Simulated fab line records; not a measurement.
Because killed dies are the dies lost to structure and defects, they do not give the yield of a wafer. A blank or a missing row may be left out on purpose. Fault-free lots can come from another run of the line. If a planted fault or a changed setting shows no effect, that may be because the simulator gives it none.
Which tool is to blame? ; flow nandHarc ; 72 wafers from 24 lots sampled at 6 of the route's 1159 steps

WHAT THE GAUGES SHOWED, per wafer
No reading from a measuring or inspecting step in the record can be judged against a usual standard deviation.

WHAT TOOL EACH LOT RAN ON (gives the tool, then ch and the chambers of the sampled wafers, and finally the start)
lot;NHARC_A_WL_FILL_RTA_01;NHARC_A_WL_FILL_ETCHBACK_04;NHARC_A_CONTACT_ETCH_111;NHARC_A_CONTACT_ETCH_119;NHARC_A_CONTACT_ETCH_96;NHARC_A_CONTACT_DEP_58
L074;rtpAnneal-01 ch 0, day 14 12:02;rieMetal-03 ch 0,1, day 14 20:19;harCapEtch-01 ch 0,1, day 16 04:10;harCapEtch-01 ch 0,1, day 16 04:59;rieDiel-05 ch 1,2,3, day 16 09:11 or earlier;pecvd-01 ch 0,1,2, day 16 09:11
L077;rtpAnneal-01 ch 0, day 15 01:34;rieMetal-01 ch 0,1, day 15 09:55;harCapEtch-03 ch 0,1, day 16 16:50;harCapEtch-03 ch 0,1, day 16 17:39;rieDiel-06 ch 1,2,3, day 16 22:15 or earlier;pecvd-02 ch 1,2, day 16 22:15
L075;rtpAnneal-01 ch 0, day 15 01:45;rieMetal-03 ch 1, day 15 07:47;harCapEtch-01 ch 0,1, day 16 17:03;harCapEtch-01 ch 0,1, day 16 17:53;rieDiel-06 ch 0,1,3, day 16 22:38 or earlier;pecvd-02 ch 1,2, day 16 22:38
L078;rtpAnneal-01 ch 0, day 15 12:16;rieMetal-02 ch 1, day 15 16:14;harCapEtch-01 ch 0,1, day 16 21:22;harCapEtch-01 ch 0,1, day 16 22:11;rieDiel-06 ch 1,2,3, day 17 02:30 or earlier;pecvd-01 ch 0,1,2, day 17 02:30
L076;rtpAnneal-01 ch 0, day 15 12:28;rieMetal-01 ch 0,1, day 15 16:46;harCapEtch-03 ch 0,1, day 17 00:08;harCapEtch-03 ch 0,1, day 17 00:58;rieDiel-05 ch 1,2,3, day 17 04:50 or earlier;pecvd-01 ch 0,1,2, day 17 04:50
L079;rtpAnneal-02 ch 0, day 15 12:29;rieMetal-02 ch 1, day 15 19:02;harCapEtch-03 ch 0,1, day 16 20:55;harCapEtch-03 ch 0,1, day 16 21:44;rieDiel-06 ch 1,2,3, day 17 01:52 or earlier;pecvd-01 ch 0,1,2, day 17 01:52
L080;rtpAnneal-01 ch 0, day 16 17:14;rieMetal-03 ch 0,1, day 16 21:05;harCapEtch-02 ch 0,1, day 17 23:35;harCapEtch-02 ch 0,1, day 18 00:25;rieDiel-06 ch 2,3, day 18 06:52 or earlier;pecvd-04 ch 1,2, day 18 06:52
L082;rtpAnneal-01 ch 0, day 16 17:22;rieMetal-02 ch 0,1, day 16 23:59;harCapEtch-01 ch 0,1, day 18 09:46;harCapEtch-01 ch 0,1, day 18 10:35;rieDiel-13 ch 0,3, day 18 15:38 or earlier;pecvd-02 ch 0,1,2, day 18 15:38
L081;rtpAnneal-01 ch 0, day 16 17:32;rieMetal-01 ch 0,1, day 17 02:51;harCapEtch-02 ch 0,1, day 18 12:58;harCapEtch-02 ch 0,1, day 18 13:47;rieDiel-13 ch 1,2,3, day 18 18:32 or earlier;pecvd-04 ch 0,2, day 18 18:32
L083;rtpAnneal-02 ch 0, day 17 07:17;rieMetal-03 ch 0,1, day 17 11:14;harCapEtch-03 ch 0,1, day 18 15:53;harCapEtch-03 ch 0,1, day 18 16:41;rieDiel-05 ch 2,3, day 18 22:28 or earlier;pecvd-02 ch 0,1,2, day 18 22:28
L084;rtpAnneal-01 ch 0, day 17 13:05;rieMetal-01 ch 0,1, day 17 17:38;harCapEtch-02 ch 0,1, day 18 22:58;harCapEtch-02 ch 0,1, day 18 23:47;rieDiel-06 ch 1,3, day 19 08:47 or earlier;pecvd-04 ch 0,1, day 19 08:47
L086;rtpAnneal-01 ch 0, day 17 13:17;rieMetal-03 ch 0,1, day 17 20:27;harCapEtch-03 ch 0,1, day 18 22:07;harCapEtch-03 ch 0,1, day 18 22:57;rieDiel-06 ch 0,3, day 19 07:44 or earlier;pecvd-02 ch 0,1, day 19 07:44
L085;rtpAnneal-02 ch 0, day 17 16:46;rieMetal-03 ch 0,1, day 17 23:44;harCapEtch-01 ch 1, day 19 06:37;harCapEtch-01 ch 1, day 19 07:26;rieDiel-06 ch 2,3, day 19 11:19 or earlier;pecvd-01 ch 0,1, day 19 11:19
L089;rtpAnneal-02 ch 0, day 18 19:59;rieMetal-01 ch 0,1, day 18 23:58;harCapEtch-01 ch 0,1, day 20 03:58;harCapEtch-01 ch 0,1, day 20 04:46;rieDiel-05 ch 0,1, day 20 11:55 or earlier;pecvd-04 ch 0,2, day 20 11:55
L087;rtpAnneal-02 ch 0, day 18 20:05;rieMetal-02 ch 0, day 19 00:24;harCapEtch-02 ch 1, day 20 05:59;harCapEtch-02 ch 1, day 20 06:49;rieDiel-06 ch 0,1,2, day 20 12:03 or earlier;pecvd-01 ch 1,2, day 20 12:03
L091;rtpAnneal-01 ch 0, day 18 22:59;rieMetal-03 ch 0,1, day 19 03:13;harCapEtch-03 ch 0,1, day 20 10:09;harCapEtch-03 ch 0,1, day 20 10:59;rieDiel-13 ch 1,2, day 20 15:37 or earlier;pecvd-02 ch 0,2, day 20 15:37
L090;rtpAnneal-02 ch 0, day 18 23:01;rieMetal-01 ch 0,1, day 19 03:17;harCapEtch-01 ch 0,1, day 20 12:18;harCapEtch-01 ch 0,1, day 20 13:08;rieDiel-13 ch 1,2, day 20 17:10 or earlier;pecvd-02 ch 1,2, day 20 17:10
L088;rtpAnneal-01 ch 0, day 18 23:13;rieMetal-03 ch 0,1, day 19 06:02;harCapEtch-01 ch 0,1, day 20 16:12;harCapEtch-01 ch 0,1, day 20 17:00;rieDiel-06 ch 0,2,3, day 20 22:40 or earlier;pecvd-04 ch 0,1, day 20 22:40
L094;rtpAnneal-01 ch 0, day 19 12:43;rieMetal-01 ch 0,1, day 19 16:40;harCapEtch-03 ch 0,1, day 21 03:09;harCapEtch-03 ch 0,1, day 21 03:59;rieDiel-06 ch 1,3, day 21 11:24 or earlier;pecvd-02 ch 0,1,2, day 21 11:24
L093;rtpAnneal-02 ch 0, day 19 12:43;rieMetal-02 ch 0, day 19 17:22;harCapEtch-01 ch 0,1, day 20 19:52;harCapEtch-01 ch 0,1, day 20 20:41;rieDiel-13 ch 0,2,3, day 21 03:37 or earlier;pecvd-02 ch 1,2, day 21 03:37
L095;rtpAnneal-02 ch 0, day 19 12:53;rieMetal-03 ch 0,1, day 19 19:29;harCapEtch-02 ch 0,1, day 20 21:18;harCapEtch-02 ch 0,1, day 20 22:08;rieDiel-13 ch 0,1, day 21 05:49 or earlier;pecvd-04 ch 0,1,2, day 21 05:49
L092;rtpAnneal-02 ch 0, day 20 04:14;rieMetal-02 ch 0,1, day 20 09:02;harCapEtch-01 ch 0,1, day 21 17:40;harCapEtch-01 ch 0,1, day 21 18:30;rieDiel-13 ch 2,3, day 21 23:10 or earlier;pecvd-02 ch 0,2, day 21 23:10
L097;rtpAnneal-01 ch 0, day 20 13:51;rieMetal-01 ch 0,1, day 20 18:11;harCapEtch-02 ch 0,1, day 21 23:43;harCapEtch-02 ch 0,1, day 22 00:31;rieDiel-06 ch 1,2,3, day 22 04:25 or earlier;pecvd-01 ch 0,2, day 22 04:25
L096;rtpAnneal-02 ch 0, day 20 13:54;rieMetal-02 ch 0,1, day 20 21:49;harCapEtch-01 ch 0,1, day 22 00:35;harCapEtch-01 ch 0,1, day 22 01:23;rieDiel-06 ch 1,2,3, day 22 06:23 or earlier;pecvd-02 ch 0,2, day 22 06:23
- NHARC_A_WL_FILL_RTA_01: time 5 s.
- NHARC_A_WL_FILL_ETCHBACK_04: etches the open film in NF3, target depth 60 nm, time 120 s.
- NHARC_A_CONTACT_ETCH_111: etches the open film in C4F8/O2/Ar, time 140 s, target depth 700 nm.
- NHARC_A_CONTACT_ETCH_119: etches the open film in C4F8/O2/Ar, time 94 s, target depth 922 nm.
- NHARC_A_CONTACT_ETCH_96: etches the open film in C4F6/O2, target depth 20 nm, time 10 s.
- NHARC_A_CONTACT_DEP_58: deposits SiON, target thk 60 nm.

WHAT THE TOOLS THEMSELVES READ (means of the sampled wafers that have a number; where no wafer has one, the mark that the record gives instead)
NHARC_A_WL_FILL_RTA_01.
lot;tool;lampPowerPct (%);lamp_zone_4_pct (%);wafer_temp_C_max
L074;rtpAnneal-01;24.8;24.8;1006.2
L077;rtpAnneal-01;24.8;24.8;1006.8
L075;rtpAnneal-01;24.8;24.8;1007.0
L078;rtpAnneal-01;24.8;24.8;1006.1
L076;rtpAnneal-01;24.8;24.8;1006.5
L079;rtpAnneal-02;29.9;29.9;1007.3
L080;rtpAnneal-01;24.8;24.8;1005.1
L082;rtpAnneal-01;24.8;24.8;1005.9
L081;rtpAnneal-01;24.8;24.8;1006.2
L083;rtpAnneal-02;29.9;29.8;1008.1
L084;rtpAnneal-01;24.8;24.8;1005.9
L086;rtpAnneal-01;24.8;24.8;1006.3
L085;rtpAnneal-02;29.8;29.8;1007.4
L089;rtpAnneal-02;29.9;29.8;1008.3
L087;rtpAnneal-02;29.9;29.9;1007.0
L091;rtpAnneal-01;24.8;24.8;1005.0
L090;rtpAnneal-02;29.9;29.9;1007.4
L088;rtpAnneal-01;24.8;24.8;1005.7
L094;rtpAnneal-01;24.8;24.8;1006.9
L093;rtpAnneal-02;29.9;29.8;1010.1
L095;rtpAnneal-02;29.9;29.9;1006.7
L092;rtpAnneal-02;29.9;29.9;1009.7
L097;rtpAnneal-01;24.8;24.8;1006.9
L096;rtpAnneal-02;29.9;29.9;1008.2

NHARC_A_WL_FILL_ETCHBACK_04.
lot;tool;drypumpMotorCurrentA (A);oesProductAu (a.u.)
L074;rieMetal-03;5.40;1.017
L077;rieMetal-01;5.11;1.003
L075;rieMetal-03;5.48;1.017
L078;rieMetal-02;5.01;0.998
L076;rieMetal-01;5.11;0.996
L079;rieMetal-02;5.00;0.995
L080;rieMetal-03;5.43;1.004
L082;rieMetal-02;5.16;0.996
L081;rieMetal-01;5.14;0.994
L083;rieMetal-03;5.38;1.018
L084;rieMetal-01;5.17;1.002
L086;rieMetal-03;5.45;1.014
L085;rieMetal-03;5.39;1.016
L089;rieMetal-01;5.16;0.996
L087;rieMetal-02;5.42;0.995
L091;rieMetal-03;5.44;1.005
L090;rieMetal-01;5.10;0.995
L088;rieMetal-03;5.38;1.005
L094;rieMetal-01;5.11;0.991
L093;rieMetal-02;5.43;0.990
L095;rieMetal-03;5.39;1.013
L092;rieMetal-02;5.13;1.002
L097;rieMetal-01;5.12;1.002
L096;rieMetal-02;5.29;0.988

NHARC_A_CONTACT_ETCH_111.
lot;tool;oesAirLineAu (a.u.)
L074;harCapEtch-01;0.980
L077;harCapEtch-03;0.982
L075;harCapEtch-01;0.999
L078;harCapEtch-01;0.981
L076;harCapEtch-03;0.981
L079;harCapEtch-03;0.984
L080;harCapEtch-02;0.994
L082;harCapEtch-01;1.004
L081;harCapEtch-02;0.966
L083;harCapEtch-03;1.002
L084;harCapEtch-02;0.992
L086;harCapEtch-03;1.017
L085;harCapEtch-01;0.984
L089;harCapEtch-01;0.996
L087;harCapEtch-02;1.012
L091;harCapEtch-03;0.999
L090;harCapEtch-01;1.007
L088;harCapEtch-01;0.997
L094;harCapEtch-03;1.019
L093;harCapEtch-01;1.000
L095;harCapEtch-02;1.030
L092;harCapEtch-01;0.971
L097;harCapEtch-02;1.000
L096;harCapEtch-01;1.018

NHARC_A_CONTACT_ETCH_119.
lot;tool;oesAirLineAu (a.u.)
L074;harCapEtch-01;1.005
L077;harCapEtch-03;0.961
L075;harCapEtch-01;1.006
L078;harCapEtch-01;1.002
L076;harCapEtch-03;1.007
L079;harCapEtch-03;1.019
L080;harCapEtch-02;1.001
L082;harCapEtch-01;0.999
L081;harCapEtch-02;1.007
L083;harCapEtch-03;0.991
L084;harCapEtch-02;1.001
L086;harCapEtch-03;0.995
L085;harCapEtch-01;0.982
L089;harCapEtch-01;0.974
L087;harCapEtch-02;1.013
L091;harCapEtch-03;0.975
L090;harCapEtch-01;0.973
L088;harCapEtch-01;1.005
L094;harCapEtch-03;0.979
L093;harCapEtch-01;0.992
L095;harCapEtch-02;1.009
L092;harCapEtch-01;0.992
L097;harCapEtch-02;0.993
L096;harCapEtch-01;0.991

NHARC_A_CONTACT_ETCH_96.
lot;tool;drypumpMotorCurrentA (A);mfcArSccm (sccm);o2FlowSccm (sccm);oesProductAu (a.u.);rfVppV (V);showerheadPlenumPTorr (Torr);throttleValvePct (%)
L074;rieDiel-05;5.9;499.8;20.01;0.995;548;3.99;26.910
L077;rieDiel-06;5.7;498.8;20.01;0.933;548;3.95;26.914
L075;rieDiel-06;5.8;499.8;19.98;0.999;546;3.88;26.904
L078;rieDiel-06;5.7;501.4;19.99;0.991;546;3.95;26.907
L076;rieDiel-05;5.9;499.7;20.00;0.943;548;3.99;26.901
L079;rieDiel-06;5.7;499.6;19.97;0.996;548;3.95;26.900
L080;rieDiel-06;6.1;500.9;19.99;0.943;551;4.09;26.904
L082;rieDiel-13;6.1;500.8;20.01;0.957;551;4.14;26.904
L081;rieDiel-13;6.1;499.4;19.99;0.957;546;3.92;26.899
L083;rieDiel-05;5.9;500.6;19.96;0.935;547;3.92;26.900
L084;rieDiel-06;6.2;500.8;19.98;1.004;547;3.95;26.903
L086;rieDiel-06;6.2;499.6;20.02;0.958;549;4.02;26.898
L085;rieDiel-06;5.6;500.3;20.04;1.010;550;4.09;26.899
L089;rieDiel-05;6.0;498.4;19.96;0.939;551;4.11;26.902
L087;rieDiel-06;5.3;500.8;19.96;0.951;545;3.87;26.908
L091;rieDiel-13;6.1;500.5;19.99;0.988;545;3.84;26.904
L090;rieDiel-13;6.0;501.9;20.08;0.995;546;3.88;26.901
L088;rieDiel-06;5.7;499.4;20.01;0.996;549;4.01;26.907
L094;rieDiel-06;6.3;501.4;20.00;0.990;547;3.94;26.907
L093;rieDiel-13;6.0;500.9;20.06;0.932;549;4.04;26.907
L095;rieDiel-13;6.0;500.6;19.94;0.957;549;4.05;26.913
L092;rieDiel-13;6.2;500.1;19.97;0.997;549;3.98;26.903
L097;rieDiel-06;5.7;500.5;19.94;0.955;547;3.94;26.908
L096;rieDiel-06;5.7;498.7;19.96;1.009;547;3.94;26.908

NHARC_A_CONTACT_DEP_58.
lot;tool;heaterPowerW (W)
L074;pecvd-01;811
L077;pecvd-02;792
L075;pecvd-02;740
L078;pecvd-01;803
L076;pecvd-01;745
L079;pecvd-01;790
L080;pecvd-04;650
L082;pecvd-02;808
L081;pecvd-04;700
L083;pecvd-02;778
L084;pecvd-04;737
L086;pecvd-02;796
L085;pecvd-01;725
L089;pecvd-04;686
L087;pecvd-01;775
L091;pecvd-02;785
L090;pecvd-02;768
L088;pecvd-04;708
L094;pecvd-02;772
L093;pecvd-02;759
L095;pecvd-04;708
L092;pecvd-02;825
L097;pecvd-01;753
L096;pecvd-02;793

THE ANSWER, worked out from the rows above alone
Rule: usual is defined by the lots themselves. Put in order of their means at a reading, lots are off if they are a third of the lots or fewer, leave a main group of 4 or more, and stand apart from it by a gap of 3 or more times the standard deviation of the main group's means; of several such gaps the widest counts. A main group whose means are all the same, to the digits that the tables above print for the reading, isn't used. Also off: a lot with no number at a reading for which 4 or more lots have one. Where the step has rows for the other lots, those lots are counted as sound. After the gauges, taken in route order, come the tools' own readings; for these a lot's mean is taken, as printed above. The first step at which some lot is off is used, and at that step the reading that is off furthest; a lot without a number counts as furthest.
Across all readings shown, no lot is off: no conclusion can be drawn from this.

WHAT THE SIMULATOR PUT IN
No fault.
